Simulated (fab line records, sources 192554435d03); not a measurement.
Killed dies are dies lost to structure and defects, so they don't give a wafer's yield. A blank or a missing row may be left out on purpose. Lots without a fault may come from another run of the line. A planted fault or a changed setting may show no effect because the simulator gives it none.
fab line records | flow n5_finfet
record lots=7 wafers=21 last_day=17
route steps=1938 shown BEOL_M3@997 BEOL_M4@1111 PASSIVATION@1936
lots that met no fault: from a run of the same line without faults
start_h: hours from the record's first day to the start of the lot's first wafer shown | wait_h: hours since the lot's step before | " the same as in the row above | L1.1+2: a row that stands for several wafers | - no value, or no start given | * or withheld: withheld | < > ~ a bound
route shown NAME@n: a module of which the file shows steps, and the number in the route of the first | usual: mean/standard deviation of fault-free wafers | same: alike in all rows | chamber/n: place in a boat | sites: the reading at each site | _std_site: their standard deviation | _edge_site: outer sites' mean less inner sites' | radius_mm: how far each site lies from the wafer's centre | mask NAME#n: copy n | behind: the tool/chamber that last shaped the wafer | hold: why the lot was held/for how many hours/how that ended | device: the transistor (n, p or np) that didn't switch | end of line: the same wafers' tests at the end of the route | a step without rows: its recipe alone | killed: dies lost to structure and defects at the first sort, not the wafer's yield | map: a wafer's dies, x killed, . not, _ none there
set.NAME: the setting as run; set.NAME@STEP: as run at that earlier step | model.NAME: the simulator's own value behind a step, which no gauge read
lots at some steps of the route; a table a step, a row a wafer
services: from which hour (start_h, from the record's first day; less than 0 if before it) a tool's chamber was out of use, for how many hours, and why
## steps
# step N5_BEOL_M3_ANNEAL_80
# recipe temp_c=400 time_s=240 ambient=vacuum
# usual heater_power_w=803/89 susceptor_temp_C=400.02/0.24
# columns lot.wafer tool chamber start_h wait_h heater_power_w susceptor_temp_C
L879.1 pvd_sputter-03 - 176.27 0.0 841 399.84
L879.2 " - " " 682 400.38
L879.6 " - " " 831 400.34
L884.2 pvd_sputter-01 - 217.69 0.0 733 400.09
L884.3 " - " " 947 399.75
L884.6 " - " " 731 399.68
L885.2 pvd_sputter-03 - 219.79 0.0 826 399.93
L885.3 " - " " 841 399.70
L885.4 " - " " 766 399.93
L886.1 pvd_sputter-03 - 230.46 0.0 827 399.85
L886.5 " - " " 822 399.93
L886.6 " - " " 822 399.78
L895.1 pvd_sputter-01 - 278.14 0.0 762 399.72
L895.4 " - " " 963 400.11
L895.6 " - " " 933 400.06
L896.2 pvd_sputter-01 - 284.26 0.0 772 399.74
L896.3 " - " " 782 400.21
L896.5 " - " " 921 399.45
L898.1 pvd_sputter-01 - 300.02 0.0 771 400.21
L898.2 " - " " 738 399.58
L898.4 " - " " 781 400.23
# step N5_BEOL_M3_SPUTTER_81
# recipe material=Cu target_thk_a=45 temp_c=-20 chamber_pressure_pa=0.07 power_w=withheld time_s=8.29
# step N5_BEOL_M3_ANNEAL_82
# recipe temp_c=400 time_s=240 ambient=vacuum
# step N5_BEOL_M3_SPUTTER_86
# recipe material=Cu target_thk_a=45 temp_c=-20 chamber_pressure_pa=0.07 power_w=withheld time_s=8.29
# usual susceptor_temp_C=-19.97/0.1 throttle_valve_pct=30.0/0.96
# columns lot.wafer tool chamber start_h wait_h susceptor_temp_C throttle_valve_pct
L879.1 pvd_sputter-03 - 176.63 0.1 -19.92 31.0
L879.2 " - " " -20.11 28.6
L879.6 " - " " -19.83 29.5
L884.2 pvd_sputter-01 - 218.05 0.1 -20.07 29.5
L884.3 " - " " -20.05 30.6
L884.6 " - " " -20.06 29.7
L885.2 pvd_sputter-03 - 220.15 0.1 -20.02 30.8
L885.3 " - " " -20.05 29.2
L885.4 " - " " -19.78 30.7
L886.1 pvd_sputter-03 - 230.82 0.1 -20.01 29.1
L886.5 " - " " -19.81 29.4
L886.6 " - " " -19.93 31.2
L895.1 pvd_sputter-01 - 278.50 0.1 -19.89 31.5
L895.4 " - " " -19.84 30.6
L895.6 " - " " -20.10 30.8
L896.2 pvd_sputter-01 - 284.62 0.1 -20.00 31.6
L896.3 " - " " -19.96 29.9
L896.5 " - " " -19.88 30.5
L898.1 pvd_sputter-01 - 300.38 0.1 -19.99 31.7
L898.2 " - " " -20.02 29.6
L898.4 " - " " -19.91 30.0
# step N5_BEOL_M3_ANNEAL_87
# recipe temp_c=400 time_s=240 ambient=vacuum
# step N5_BEOL_M3_SPUTTER_88
# recipe material=Cu target_thk_a=45 temp_c=-20 chamber_pressure_pa=0.07 power_w=withheld time_s=8.29
# step N5_BEOL_M3_ANNEAL_89
# recipe temp_c=400 time_s=240 ambient=vacuum
# step N5_BEOL_M3_SPUTTER_90
# recipe material=Cu target_thk_a=45 temp_c=-20 chamber_pressure_pa=0.07 power_w=withheld time_s=8.29
# usual susceptor_temp_C=-19.99/0.1 throttle_valve_pct=30.0/0.96
# columns lot.wafer tool chamber start_h wait_h susceptor_temp_C throttle_valve_pct
L879.1 pvd_sputter-03 - 177.07 0.1 -19.95 31.0
L879.2 " - " " -20.05 28.5
L879.6 " - " " -19.83 29.1
L884.2 pvd_sputter-01 - 218.49 0.1 -20.03 29.3
L884.3 " - " " -19.87 30.6
L884.6 " - " " -20.02 29.6
L885.2 pvd_sputter-03 - 220.59 0.1 -19.98 31.2
L885.3 " - " " -19.95 29.4
L885.4 " - " " -19.94 30.6
L886.1 pvd_sputter-03 - 231.26 0.1 -20.08 29.4
L886.5 " - " " -20.11 29.1
L886.6 " - " " -19.96 31.0
L895.1 pvd_sputter-01 - 278.94 0.1 -19.83 31.7
L895.4 " - " " -19.95 30.8
L895.6 " - " " -19.89 30.4
L896.2 pvd_sputter-01 - 285.06 0.1 -20.03 31.7
L896.3 " - " " -19.85 29.8
L896.5 " - " " -20.01 30.7
L898.1 pvd_sputter-01 - 300.82 0.1 -20.10 31.8
L898.2 " - " " -20.01 29.4
L898.4 " - " " -20.15 30.2
# step N5_BEOL_M3_ANNEAL_91
# recipe temp_c=400 time_s=240 ambient=vacuum
# usual heater_power_w=804/90 susceptor_temp_C=399.98/0.24
# columns lot.wafer tool chamber start_h wait_h heater_power_w susceptor_temp_C
L879.1 pvd_sputter-03 - 177.15 0.0 809 400.03
L879.2 " - " " 679 399.66
L879.6 " - " " 813 399.95
L884.2 pvd_sputter-01 - 218.57 0.0 736 400.06
L884.3 " - " " 929 399.65
L884.6 " - " " 734 399.87
L885.2 pvd_sputter-03 - 220.67 0.0 841 399.97
L885.3 " - " " 822 399.70
L885.4 " - " " 786 399.72
L886.1 pvd_sputter-03 - 231.34 0.0 843 400.14
L886.5 " - " " 802 400.16
L886.6 " - " " 819 399.89
L895.1 pvd_sputter-01 - 279.02 0.0 770 399.85
L895.4 " - " " 956 399.87
L895.6 " - " " 937 400.15
L896.2 pvd_sputter-01 - 285.14 0.0 803 400.09
L896.3 " - " " 762 400.26
L896.5 " - " " 965 400.02
L898.1 pvd_sputter-01 - 300.90 0.0 777 400.31
L898.2 " - " " 722 399.58
L898.4 " - " " 784 399.87
# step N5_BEOL_M3_SPUTTER_92
# recipe material=Cu target_thk_a=45 temp_c=-20 chamber_pressure_pa=0.07 power_w=withheld time_s=8.29
# step N5_BEOL_M3_ANNEAL_93
# recipe temp_c=400 time_s=240 ambient=vacuum
# step N5_BEOL_M3_SPUTTER_94
# recipe material=Cu target_thk_a=45 temp_c=-20 chamber_pressure_pa=0.07 power_w=withheld time_s=8.29
# step N5_BEOL_M3_ANNEAL_95
# recipe temp_c=400 time_s=240 ambient=vacuum
# usual heater_power_w=804/88 susceptor_temp_C=399.96/0.23
# columns lot.wafer tool chamber start_h wait_h heater_power_w susceptor_temp_C
L879.1 pvd_sputter-03 - 177.59 0.0 840 399.91
L879.2 " - " " 690 400.10
L879.6 " - " " 823 399.90
L884.2 pvd_sputter-01 - 219.01 0.0 - -
L884.3 " - " " - -
L884.6 " - " " - -
L885.2 pvd_sputter-03 - 221.11 0.0 - -
L885.3 " - " " - -
L885.4 " - " " - -
L886.1 pvd_sputter-03 - 231.78 0.0 - -
L886.5 " - " " - -
L886.6 " - " " - -
L895.1 pvd_sputter-01 - 279.46 0.0 778 399.90
L895.4 " - " " 924 400.08
L895.6 " - " " 956 400.61
L896.2 pvd_sputter-01 - 285.58 0.0 786 399.92
L896.3 " - " " 773 399.64
L896.5 " - " " 951 399.94
L898.1 pvd_sputter-01 - 301.34 0.0 780 400.10
L898.2 " - " " 736 399.62
L898.4 " - " " 789 399.92
# step N5_BEOL_M3_SPUTTER_96
# recipe material=Cu target_thk_a=45 temp_c=-20 chamber_pressure_pa=0.07 power_w=withheld time_s=8.29
# usual susceptor_temp_C=-19.98/0.1 throttle_valve_pct=30.0/0.96
# columns lot.wafer tool chamber start_h wait_h susceptor_temp_C throttle_valve_pct
L879.1 pvd_sputter-03 - 177.73 0.1 -19.85 31.2
L879.2 " - " " -19.92 28.6
L879.6 " - " " -19.91 29.1
L884.2 pvd_sputter-01 - 219.15 0.1 -20.12 29.6
L884.3 " - " " -20.09 30.7
L884.6 " - " " -20.06 29.4
L885.2 pvd_sputter-03 - 221.25 0.1 -19.99 31.1
L885.3 " - " " -20.06 29.0
L885.4 " - " " -20.00 30.7
L886.1 pvd_sputter-03 - 231.92 0.1 -20.05 29.2
L886.5 " - " " -20.06 29.4
L886.6 " - " " -20.09 31.1
L895.1 pvd_sputter-01 - 279.60 0.1 -20.10 31.8
L895.4 " - " " -20.09 30.8
L895.6 " - " " -19.88 30.7
L896.2 pvd_sputter-01 - 285.72 0.1 -20.11 31.7
L896.3 " - " " -20.11 29.9
L896.5 " - " " -19.77 30.7
L898.1 pvd_sputter-01 - 301.48 0.1 -20.14 31.7
L898.2 " - " " -19.97 29.5
L898.4 " - " " -20.24 29.9
# step N5_BEOL_M4_RC_MEAS_101
# usual DIBL_N=36.1/1.6 DIBL_P=35.8/2.1 IOFF_N=0.16/0.031 IOFF_P=0.21/0.034 ION_N=673/12 ION_P=461/7.2 SS_N=71.4/0.59 SS_P=73.3/0.63 VT_N=250/3.1 VT_P=-250/3.3
# columns lot.wafer tool chamber start_h wait_h DIBL_N[mV/V] DIBL_P[mV/V] IOFF_N[nA/um] IOFF_P[nA/um] ION_N[uA/um] ION_P[uA/um] SS_N[mV/dec] SS_P[mV/dec] VT_N[mV] VT_P[mV]
L879.1 prober-02 0 200.75 0.0 35.2 36.3 0.16 0.21 680 465 71.5 73.5 250 -252
L879.2 " 0 " " 35.7 36.7 0.17 0.20 670 459 70.6 74.7 251 -250
L879.6 " 0 " " 37.3 38.2 0.19 0.22 686 461 72.3 74.0 247 -248
L884.2 prober-02 0 233.67 0.2 35.4 34.2 0.13 0.17 673 457 70.2 73.2 253 -254
L884.3 " 0 " " 36.0 35.1 0.14 0.19 663 454 70.8 73.6 252 -249
L884.6 " 0 " " 34.1 33.6 0.11 0.16 661 457 70.8 72.8 255 -253
L885.2 prober-01 0 235.11 0.2 35.3 36.0 0.15 0.18 667 459 70.9 73.3 252 -253
L885.3 " 0 " " 33.1 32.4 0.11 0.14 661 449 70.6 72.2 254 -256
L885.4 " 0 " " 36.2 36.8 0.15 0.19 670 457 70.8 72.1 251 -255
L886.1 prober-01 0 246.05 0.0 35.5 36.0 0.16 0.21 678 464 71.0 72.8 249 -250
L886.5 " 0 " " 35.3 35.9 0.16 0.21 677 470 70.7 73.3 248 -251
L886.6 " 0 " " 33.9 34.3 0.13 0.19 677 466 70.7 73.5 251 -250
L895.1 prober-02 0 295.03 0.0 36.1 36.2 0.17 0.25 675 465 72.4 74.2 247 -245
L895.4 " 0 " " 35.5 35.8 0.16 0.23 671 468 71.3 74.2 248 -247
L895.6 " 0 " " 36.2 37.0 0.16 0.25 672 470 71.8 73.3 250 -246
L896.2 prober-01 0 300.90 0.2 38.9 38.0 0.21 0.25 684 459 73.1 74.4 248 -248
L896.3 " 0 " " 34.0 32.3 0.12 0.17 672 463 70.8 72.6 253 -252
L896.5 " 0 " " 36.3 35.1 0.16 0.22 683 473 71.6 73.3 250 -249
L898.1 prober-02 0 310.03 0.0 31.9 32.8 0.13 0.16 671 454 70.8 72.9 252 -254
L898.2 " 0 " " 35.8 37.0 0.17 0.21 682 467 71.5 73.8 249 -247
L898.4 " 0 " " 36.3 36.9 0.19 0.21 677 462 72.1 74.2 245 -249
# step N5_PASSIVATION_PROBE_49
# usual defect_limited_yield=91.0/1.5 killed_at_M0_to_M3=35/11 killed_at_M4_up=13/6 killed_at_contacts=14/6.5 killed_at_front_end=40/12 killed_at_other=4/3.4 killed_dies=106/18 killed_open=68/14 killed_short=35/7.7 sort_bin_5_function=5.2/0.98 sort_bin_6_memory=3.4/0.72 sort_n_pass=1074/18 sort_yield_pct=91.0/1.5
# same gross_dies=1180 killed_at_back_side=0 sort_bin_4_leakage[%]=0 sort_bin_8_speed[%]=0
# columns lot.wafer tool chamber start_h wait_h defect_limited_yield[%] killed_at_M0_to_M3 killed_at_M4_up killed_at_contacts killed_at_front_end killed_at_other killed_dies killed_open killed_short sort_bin_5_function[%] sort_bin_6_memory[%] sort_n_pass sort_yield_pct[%]
L879.1 prober-02 - 302.41 0.0 89.0 58 12 14 43 3 130 88 37 6.4 4.3 1050 89.0
L879.2 prober-02 - 302.46 0.1 94.1 24 10 18 18 0 70 46 22 3.8 1.9 1110 94.1
L879.6 prober-02 - 302.66 0.3 92.7 40 12 10 20 4 86 60 24 4.1 3.0 1094 92.7
L885.2 prober-02 - 337.79 0.1 91.0 28 19 10 44 5 106 74 32 4.8 4.0 1074 91.0
L885.3 prober-02 - 337.84 0.1 94.2 16 13 10 30 0 69 43 23 3.1 2.7 1111 94.2
L885.4 prober-02 - 337.89 0.2 90.8 32 20 9 44 4 109 65 44 6.0 2.9 1071 90.8
L884.2 prober-01 - 345.10 0.1 90.4 35 14 19 41 4 113 66 40 5.1 3.8 1067 90.4
L884.3 prober-01 - 345.15 0.1 90.1 27 21 8 58 3 117 64 50 6.2 3.5 1063 90.1
L884.6 prober-01 - 345.30 0.3 90.5 40 14 6 44 8 112 55 46 4.9 3.3 1068 90.5
L886.1 prober-02 - 352.03 0.0 93.9 13 16 12 29 2 72 39 32 3.3 2.5 1108 93.9
L886.5 prober-02 - 352.23 0.2 93.2 31 14 1 32 2 80 53 25 4.9 1.7 1100 93.2
L886.6 prober-02 - 352.28 0.3 92.6 32 10 13 25 7 87 63 22 4.1 3.1 1093 92.6
L896.2 prober-02 - 401.63 0.1 91.4 34 18 5 40 4 101 63 37 5.3 3.0 1079 91.4
L896.3 prober-02 - 401.68 0.1 90.9 42 13 5 40 7 107 53 44 4.7 3.4 1073 90.9
L896.5 prober-02 - 401.78 0.2 91.6 28 21 4 41 5 99 65 29 4.8 3.1 1081 91.6
# killed by level:class
L879.1 FIN_SAQP:geometric_particle:open=22 BEOL_M0_SAQP:geometric_particle:short=22 BEOL_M0_SAQP:geometric_particle:open=21 MOL_CONTACT_COAG:geometric_particle:open=10 BEOL_M1:geometric_particle:open=7 DUMMY_GATE:geometric_particle:open=5 BEOL_M5:geometric_particle:open=5 FIN_SAQP:geometric_particle:short=4
L879.2 MOL_CONTACT_COAG:geometric_particle:open=13 BEOL_M0_SAQP:geometric_particle:open=8 BEOL_M0_SAQP:geometric_particle:short=7 FIN_SAQP:geometric_particle:open=5 MOL_CONTACT_COAG:geometric_particle:short=5 BEOL_M1:geometric_particle:open=3 BEOL_M3:geometric_particle:open=3 BEOL_M4:geometric_particle:open=3
L879.6 BEOL_M0_SAQP:geometric_particle:open=12 BEOL_M3:geometric_particle:open=10 BEOL_M0_SAQP:geometric_particle:short=9 MOL_CONTACT_COAG:geometric_particle:open=6 BEOL_M8:geometric_particle:open=6 DUMMY_GATE:geometric_particle:open=5 MOL_CONTACT_COAG:geometric_particle:short=4 FIN_SAQP:geometric_particle:open=3
L885.2 DUMMY_GATE:geometric_particle:open=11 MOL_CONTACT_COAG:geometric_particle:open=9 FIN_SAQP:geometric_particle:open=8 FIN_SAQP:geometric_particle:short=8 BEOL_M0_SAQP:geometric_particle:short=7 BEOL_M1:geometric_particle:open=7 STI_FIN_REVEAL:geometric_particle:open=6 BEOL_M0:geometric_particle:open=5
L885.3 BEOL_M1:geometric_particle:open=10 MOL_CONTACT_COAG:geometric_particle:open=6 STI_FIN_REVEAL:geometric_particle:open=5 DUMMY_GATE:geometric_particle:open=5 FIN_SAQP:geometric_particle:open=4 FIN_SAQP:geometric_particle:short=4 BEOL_M4:geometric_particle:short=4 ILD0:geometric_particle:short=3
L885.4 BEOL_M4:geometric_particle:short=12 FIN_SAQP:geometric_particle:short=10 FIN_SAQP:geometric_particle:open=9 BEOL_M0_SAQP:geometric_particle:open=9 STI_FIN_REVEAL:geometric_particle:open=8 MOL_CONTACT_COAG:geometric_particle:open=8 BEOL_M1:geometric_particle:open=8 BEOL_M0_SAQP:geometric_particle:short=6
L884.2 MOL_CONTACT_COAG:geometric_particle:open=17 BEOL_M0_SAQP:geometric_particle:short=8 GATE_CUT:geometric_particle:short=6 FIN_SAQP:geometric_particle:open=5 FIN_SAQP:geometric_particle:short=5 BEOL_M1:geometric_particle:open=5 BEOL_M0_SAQP:geometric_particle:open=5 BEOL_M1:geometric_particle:short=5
L884.3 FIN_SAQP:geometric_particle:short=11 STI_FIN_REVEAL:geometric_particle:open=9 MOL_CONTACT_COAG:geometric_particle:open=7 SPACER0:geometric_particle:short=6 GATE_CUT:geometric_particle:short=6 BEOL_M3:geometric_particle:open=6 BEOL_M1:geometric_particle:open=5 BEOL_M4:geometric_particle:open=5
L884.6 FIN_SAQP:geometric_particle:short=11 HKMG_FIN:area_etch=10 BEOL_M0_SAQP:geometric_particle:short=9 BEOL_M0_SAQP:geometric_particle:open=9 BEOL_M3:geometric_particle:open=8 BEOL_M4:geometric_particle:open=7 FIN_SAQP:geometric_particle:open=5 BEOL_M1:geometric_particle:short=5
L886.1 MOL_CONTACT_COAG:geometric_particle:open=7 ILD0:geometric_particle:short=5 BEOL_M4:geometric_particle:open=5 FIN_SAQP:geometric_particle:short=4 ILD0:geometric_particle:open=4 GATE_CUT:geometric_particle:short=4 MOL_CONTACT_COAG:geometric_particle:short=4 BEOL_M1:geometric_particle:open=4
L886.5 BEOL_M3:geometric_particle:open=9 BEOL_M1:geometric_particle:open=6 FIN_SAQP:geometric_particle:open=4 FIN_SAQP:geometric_particle:short=4 STI_FIN_REVEAL:geometric_particle:open=4 ILD0:geometric_particle:open=4 ILD0:geometric_particle:short=4 BEOL_M5:geometric_particle:open=4
L886.6 MOL_CONTACT_COAG:geometric_particle:open=11 BEOL_M0_SAQP:geometric_particle:open=7 BEOL_M1:geometric_particle:open=6 BEOL_M3:geometric_particle:open=5 GATE_CUT:geometric_particle:open=4 BEOL_M2:geometric_particle:open=4 DUMMY_GATE:geometric_particle:open=3 BEOL_M0_SAQP:geometric_particle:short=3
L896.2 BEOL_M2:geometric_particle:open=13 STI_FIN_REVEAL:geometric_particle:open=11 GATE_CUT:geometric_particle:short=10 BEOL_M0_SAQP:geometric_particle:short=7 FIN_SAQP:geometric_particle:short=5 BEOL_M3:geometric_particle:open=5 FIN_SAQP:geometric_particle:open=4 BEOL_M1:geometric_particle:open=4
L896.3 BEOL_M2:geometric_particle:open=10 BEOL_M0_SAQP:geometric_particle:short=9 BEOL_M3:geometric_particle:open=9 STI_FIN_REVEAL:geometric_particle:open=8 STARTING-WAFER:geometric_particle:short=7 FIN_SAQP:geometric_particle:short=6 HKMG_FIN:area_etch=5 STI_FIN_REVEAL:geometric_particle:short=4
L896.5 STI_FIN_REVEAL:geometric_particle:open=20 BEOL_M3:geometric_particle:open=10 BEOL_M4:geometric_particle:open=8 BEOL_M0_SAQP:geometric_particle:open=6 BEOL_M3:geometric_particle:short=5 FIN_SAQP:geometric_particle:open=4 BEOL_M0_SAQP:geometric_particle:short=4 FIN_SAQP:geometric_particle:short=3
## services
# columns tool chamber start_h hours kind
pvd_sputter-01 - 246.25 3.0 repair
## key
first_sign step=N5_BEOL_M3_ANNEAL_95 reading=tool_record direction=missing
effect none on later readings
met_at N5_BEOL_M3_ANNEAL_95
struck_wafers L884.2,L884.3,L884.6,L885.2,L885.3,L885.4,L886.1,L886.5,L886.6
baseline_loss step=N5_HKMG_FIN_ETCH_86 wafers=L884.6
onset_between 177.59 219.01
fault kind=skipped_step_whole tool=pvd_sputter-01,pvd_sputter-03 chamber=- onset_h=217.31 steps=N5_BEOL_M3_ANNEAL_95 scope=struck_lots_only
# baseline_loss: these wafers lose ten dies or more at that step, a loss of the line's own and not of a fault; the sort's usual values leave them out
